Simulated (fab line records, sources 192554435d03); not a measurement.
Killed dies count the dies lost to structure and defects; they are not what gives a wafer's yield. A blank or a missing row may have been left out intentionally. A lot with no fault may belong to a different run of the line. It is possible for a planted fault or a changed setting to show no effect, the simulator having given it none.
fab line records ; flow n5Finfet ; part 2 of 2: steps 18 to 28 of 28
record lots=5; wafers=15; lastDay=16
route steps=1938 shown BEOL_M0_CUTY@714 BEOL_M0@715
lots that met no fault: taken from a fault-free run of the same line
startH: hours from the record's opening day to when the first of the lot's shown wafers began ; waitH: hours from the lot's prior step to this one ; " the same as in the row above ; L1.1+2: a row that stands for several wafers ; - either no value or no given start ; * or withheld: withheld ; < > ~ a bound
route shown NAME@n: names a module that has steps shown in the file, with the first one's number in the route ; usual: mean/standard deviation of fault-free wafers ; same: alike in all rows ; chamber/n: place in a boat ; sites: the reading at each site ; _std_site: standard deviation of those values ; _edge_site: inner sites' mean taken away from outer sites' mean ; radiusMm: how far each site lies from the wafer's centre ; mask NAME#n: copy n ; behind: tool/chamber where the wafer was last shaped ; hold: the reason the lot was held/the length of the hold in hours/how it ended ; device: transistor that didn't switch, given as n, p or np ; end of line: the tests these same wafers got at the end of their route ; for a step that has no rows: nothing shown but its recipe ; killed: at the first sort, the dies lost to defects and structure; wafer yield is something else ; map: per-die view of a wafer (x killed, . not killed, _ where there is no die)
set.NAME: the run value of the setting; set.NAME@STEP: its run value at that earlier step ; model.NAME: the simulator's own value behind a step, which no gauge read
a table for each step, a row for each wafer; lots at some steps of the route
services: from which hour (startH, from the record's first day; less than 0 if before it) a tool's chamber was out of use, for how many hours, and why
## steps
# step N5_BEOL_M0_ALD_136
# recipe material=TaN; targetThkA=*; tempC=275; aldPrecursorFamily=PDMAT; aldCoReactant=NH3; pressureTorr=3; carrierFlowSccm=1500; pulseTimeS=2; purgeTimeS=3; coReactantPurgeTimeS=2; coReactantPulseTimeS=3; aldCycles=30; precursorVesselTempC=75; precursorVesselPressureTorr=26.25; precursorVesselCarrierSccm=1000
# usual heaterPowerW=421/37
lot.wafer;tool;chamber;startH;waitH;heaterPowerW
L079.1;aldMetal-04;3;145.99;0.1;438
L079.2;aldMetal-04;1;145.99;0.1;385
L079.5;aldMetal-04;0;145.99;0.1;446
L086.3;aldMetal-04;3;193.65;0.0;429
L086.5;aldMetal-04;0;193.65;0.0;463
L086.6;aldMetal-04;3;193.65;0.0;434
L090.1;aldMetal-02;0;216.67;0.0;381
L090.5;aldMetal-02;2;216.67;0.0;415
L090.6;aldMetal-02;0;216.67;0.0;363
L089.1;aldMetal-03;2;217.06;0.0;423
L089.2;aldMetal-03;3;217.06;0.0;398
L089.6;aldMetal-03;3;217.06;0.0;397
L091.2;aldMetal-04;3;225.56;0.0;428
L091.5;aldMetal-04;3;225.56;0.0;434
L091.6;aldMetal-04;2;225.56;0.0;501
# step N5_BEOL_M0_SURFACE_TREAT_137
# recipe gas=Ar; timeS=*; ionEnergyEv=*; ionCurrentMaCm2=0.5; pressureMtorr=*; arFlowSccm=30
# usual arFlowSccm=30.01/0.089; throttleValvePct=*
# same timeS=*
lot.wafer;tool;chamber;startH;waitH;arFlowSccm;throttleValvePct
L079.1;pvdSputter-03;-;146.27;0.2;29.91;*
L079.2;pvdSputter-03;-;146.27;0.2;30.04;*
L079.5;pvdSputter-03;-;146.27;0.2;30.02;*
L086.3;pvdSputter-01;-;193.94;0.2;30.11;*
L086.5;pvdSputter-01;-;193.94;0.2;30.07;*
L086.6;pvdSputter-01;-;193.94;0.2;30.02;*
L090.1;pvdSputter-03;-;216.90;0.1;30.09;*
L090.5;pvdSputter-03;-;216.90;0.1;30.12;*
L090.6;pvdSputter-03;-;216.90;0.1;29.98;*
L089.1;pvdSputter-03;-;217.44;0.3;29.92;*
L089.2;pvdSputter-03;-;217.44;0.3;29.88;*
L089.6;pvdSputter-03;-;217.44;0.3;30.05;*
L091.2;pvdSputter-03;-;226.45;0.8;29.84;*
L091.5;pvdSputter-03;-;226.45;0.8;29.99;*
L091.6;pvdSputter-03;-;226.45;0.8;29.91;*
# step N5_BEOL_M0_CVD_115
# recipe material=Co; targetThkA=*; tempC=withheld; precursor=CCTBA/H2; pressureTorr=30; timeS=120
# same timeS=120
lot.wafer;tool;chamber;startH;waitH
L079.1+2+5;cvdCo-01;1,2,0;146.33;0.0
L086.3+5+6;cvdCo-02;2,0,1;194.23;0.3
L090.1+5+6;cvdCo-01;0,2,1;216.96;0.0
L089.1+2+6;cvdCo-01;2,1,0;217.50;0.0
L091.2+5+6;cvdCo-02;2,0,1;226.63;0.2
# step N5_BEOL_M0_SPUTTER_116
# recipe material=Cu; targetThkA=40; tempC=-20; chamberPressurePa=0.07; powerW=withheld; timeS=7.37
# usual throttleValvePct=29.7/1
# same timeS=7.37
lot.wafer;tool;chamber;startH;waitH;throttleValvePct
L079.1;pvdSputter-03;-;146.49;0.1;27.8
L079.2;pvdSputter-03;-;146.49;0.1;29.3
L079.5;pvdSputter-03;-;146.49;0.1;28.0
L086.3;pvdSputter-01;-;195.82;1.5;31.4
L086.5;pvdSputter-01;-;195.82;1.5;31.2
L086.6;pvdSputter-01;-;195.82;1.5;28.9
L090.1;pvdSputter-02;-;217.06;0.1;30.6
L090.5;pvdSputter-02;-;217.06;0.1;30.8
L090.6;pvdSputter-02;-;217.06;0.1;30.3
L089.1;pvdSputter-02;-;217.68;0.1;30.3
L089.2;pvdSputter-02;-;217.68;0.1;29.0
L089.6;pvdSputter-02;-;217.68;0.1;30.6
L091.2;pvdSputter-03;-;226.73;0.1;29.5
L091.5;pvdSputter-03;-;226.73;0.1;30.0
L091.6;pvdSputter-03;-;226.73;0.1;31.2
# step N5_BEOL_M0_ANNEAL_117
# recipe tempC=400; timeS=60; ambient=vacuum
# usual heaterPowerW=868/150
# same timeS=60
lot.wafer;tool;chamber;startH;waitH;heaterPowerW
L079.1;pvdSputter-03;-;146.57;0.0;1208
L079.2;pvdSputter-03;-;146.57;0.0;786
L079.5;pvdSputter-03;-;146.57;0.0;1152
L086.3;pvdSputter-01;-;195.90;0.0;814
L086.5;pvdSputter-01;-;195.90;0.0;802
L086.6;pvdSputter-01;-;195.90;0.0;853
L090.1;pvdSputter-02;-;217.14;0.0;1031
L090.5;pvdSputter-02;-;217.14;0.0;1048
L090.6;pvdSputter-02;-;217.14;0.0;1007
L089.1;pvdSputter-02;-;217.76;0.0;1011
L089.2;pvdSputter-02;-;217.76;0.0;690
L089.6;pvdSputter-02;-;217.76;0.0;1013
L091.2;pvdSputter-03;-;226.81;0.0;765
L091.5;pvdSputter-03;-;226.81;0.0;821
L091.6;pvdSputter-03;-;226.81;0.0;699
# step N5_BEOL_M0_SPUTTER_132
# recipe material=Cu; targetThkA=40; tempC=-20; chamberPressurePa=0.07; powerW=withheld; timeS=7.37
# usual throttleValvePct=29.7/1
# same timeS=7.37
lot.wafer;tool;chamber;startH;waitH;throttleValvePct
L079.1;pvdSputter-03;-;146.61;0.0;28.0
L079.2;pvdSputter-03;-;146.61;0.0;29.3
L079.5;pvdSputter-03;-;146.61;0.0;28.1
L086.3;pvdSputter-01;-;195.94;0.0;31.3
L086.5;pvdSputter-01;-;195.94;0.0;31.4
L086.6;pvdSputter-01;-;195.94;0.0;28.8
L090.1;pvdSputter-02;-;217.18;0.0;30.3
L090.5;pvdSputter-02;-;217.18;0.0;30.6
L090.6;pvdSputter-02;-;217.18;0.0;29.9
L089.1;pvdSputter-02;-;217.80;0.0;30.1
L089.2;pvdSputter-02;-;217.80;0.0;28.9
L089.6;pvdSputter-02;-;217.80;0.0;30.6
L091.2;pvdSputter-03;-;226.85;0.0;29.2
L091.5;pvdSputter-03;-;226.85;0.0;29.6
L091.6;pvdSputter-03;-;226.85;0.0;31.4
# step N5_BEOL_M0_ANNEAL_133
# recipe tempC=400; timeS=60; ambient=vacuum
# usual heaterPowerW=868/150
# same timeS=60
lot.wafer;tool;chamber;startH;waitH;heaterPowerW
L079.1;pvdSputter-03;-;146.69;0.0;1177
L079.2;pvdSputter-03;-;146.69;0.0;781
L079.5;pvdSputter-03;-;146.69;0.0;1200
L086.3;pvdSputter-01;-;196.02;0.0;839
L086.5;pvdSputter-01;-;196.02;0.0;813
L086.6;pvdSputter-01;-;196.02;0.0;846
L090.1;pvdSputter-02;-;217.26;0.0;1040
L090.5;pvdSputter-02;-;217.26;0.0;1038
L090.6;pvdSputter-02;-;217.26;0.0;1017
L089.1;pvdSputter-02;-;217.88;0.0;1006
L089.2;pvdSputter-02;-;217.88;0.0;693
L089.6;pvdSputter-02;-;217.88;0.0;1040
L091.2;pvdSputter-03;-;226.93;0.0;745
L091.5;pvdSputter-03;-;226.93;0.0;810
L091.6;pvdSputter-03;-;226.93;0.0;687
# step N5_BEOL_M0_SPUTTER_134
# recipe material=Cu; targetThkA=40; tempC=-20; chamberPressurePa=0.07; powerW=withheld; timeS=7.37
# usual throttleValvePct=29.7/1.1
# same timeS=7.37
lot.wafer;tool;chamber;startH;waitH;throttleValvePct
L079.1;pvdSputter-03;-;146.73;0.0;28.3
L079.2;pvdSputter-03;-;146.73;0.0;29.4
L079.5;pvdSputter-03;-;146.73;0.0;27.7
L086.3;pvdSputter-01;-;196.06;0.0;31.7
L086.5;pvdSputter-01;-;196.06;0.0;31.8
L086.6;pvdSputter-01;-;196.06;0.0;29.2
L090.1;pvdSputter-02;-;217.30;0.0;30.4
L090.5;pvdSputter-02;-;217.30;0.0;30.3
L090.6;pvdSputter-02;-;217.30;0.0;30.4
L089.1;pvdSputter-02;-;217.92;0.0;30.1
L089.2;pvdSputter-02;-;217.92;0.0;28.8
L089.6;pvdSputter-02;-;217.92;0.0;30.4
L091.2;pvdSputter-03;-;226.97;0.0;29.6
L091.5;pvdSputter-03;-;226.97;0.0;29.7
L091.6;pvdSputter-03;-;226.97;0.0;31.3
# step N5_BEOL_M0_ANNEAL_135
# recipe tempC=400; timeS=60; ambient=vacuum
# usual heaterPowerW=868/150
# same timeS=60
lot.wafer;tool;chamber;startH;waitH;heaterPowerW
L079.1;pvdSputter-03;-;146.81;0.0;1178
L079.2;pvdSputter-03;-;146.81;0.0;766
L079.5;pvdSputter-03;-;146.81;0.0;1156
L086.3;pvdSputter-01;-;196.14;0.0;833
L086.5;pvdSputter-01;-;196.14;0.0;819
L086.6;pvdSputter-01;-;196.14;0.0;855
L090.1;pvdSputter-02;-;217.38;0.0;1013
L090.5;pvdSputter-02;-;217.38;0.0;1054
L090.6;pvdSputter-02;-;217.38;0.0;1033
L089.1;pvdSputter-02;-;218.00;0.0;1005
L089.2;pvdSputter-02;-;218.00;0.0;699
L089.6;pvdSputter-02;-;218.00;0.0;1036
L091.2;pvdSputter-03;-;227.05;0.0;765
L091.5;pvdSputter-03;-;227.05;0.0;841
L091.6;pvdSputter-03;-;227.05;0.0;682
# step N5_BEOL_M0_SPUTTER_141
# recipe material=Cu; targetThkA=40; tempC=-20; chamberPressurePa=0.07; powerW=withheld; timeS=7.37
# usual throttleValvePct=29.7/1
# same timeS=7.37
lot.wafer;tool;chamber;startH;waitH;throttleValvePct
L079.1;pvdSputter-03;-;146.85;0.0;28.1
L079.2;pvdSputter-03;-;146.85;0.0;29.6
L079.5;pvdSputter-03;-;146.85;0.0;28.2
L086.3;pvdSputter-01;-;196.18;0.0;31.5
L086.5;pvdSputter-01;-;196.18;0.0;31.4
L086.6;pvdSputter-01;-;196.18;0.0;29.1
L090.1;pvdSputter-02;-;217.42;0.0;30.4
L090.5;pvdSputter-02;-;217.42;0.0;30.6
L090.6;pvdSputter-02;-;217.42;0.0;30.3
L089.1;pvdSputter-02;-;218.04;0.0;30.2
L089.2;pvdSputter-02;-;218.04;0.0;28.6
L089.6;pvdSputter-02;-;218.04;0.0;30.4
L091.2;pvdSputter-03;-;227.09;0.0;29.5
L091.5;pvdSputter-03;-;227.09;0.0;29.7
L091.6;pvdSputter-03;-;227.09;0.0;31.1
# step N5_BEOL_M0_ECD_118
# recipe material=Cu; targetThkA=3000
lot.wafer;tool;chamber;startH;waitH
L079.1+2+5;ecdCu-01;0,1,1;146.96;0.1
L086.3+5+6;ecdCu-02;1,0,1;196.31;0.1
L090.1+5+6;ecdCu-01;0,0,1;217.54;0.1
L089.1+2+6;ecdCu-02;0,1,1;218.16;0.1
L091.2+5+6;ecdCu-01;0,0,1;227.21;0.1
## services
tool;chamber;startH;hours;kind
ecdCu-02;-;122.83;0.3;repair
pvdSputter-03;-;124.48;12.1;repair
pvdSputter-01;-;129.67;3.7;repair
ecdCu-02;-;129.98;2.4;repair
rieDiel-04;3;144.48;1.3;repair
pvdSputter-03;-;150.18;7.7;repair
rieDiel-04;1;165.57;6.6;repair
rieDiel-02;1;169.13;2.1;repair
ecdCu-02;-;173.96;0.5;repair
aldMetal-02;-;174.68;8.7;pm
aldMetal-03;2;184.91;2.0;repair
aldMetal-02;2;186.84;-;calibration
aldMetal-02;1;206.93;17.4;repair
rieDiel-04;-;212.45;14.6;pm
rieDiel-05;0;213.96;11.5;repair
aldMetal-02;3;220.36;5.6;repair
rieDiel-05;-;227.23;15.6;pm
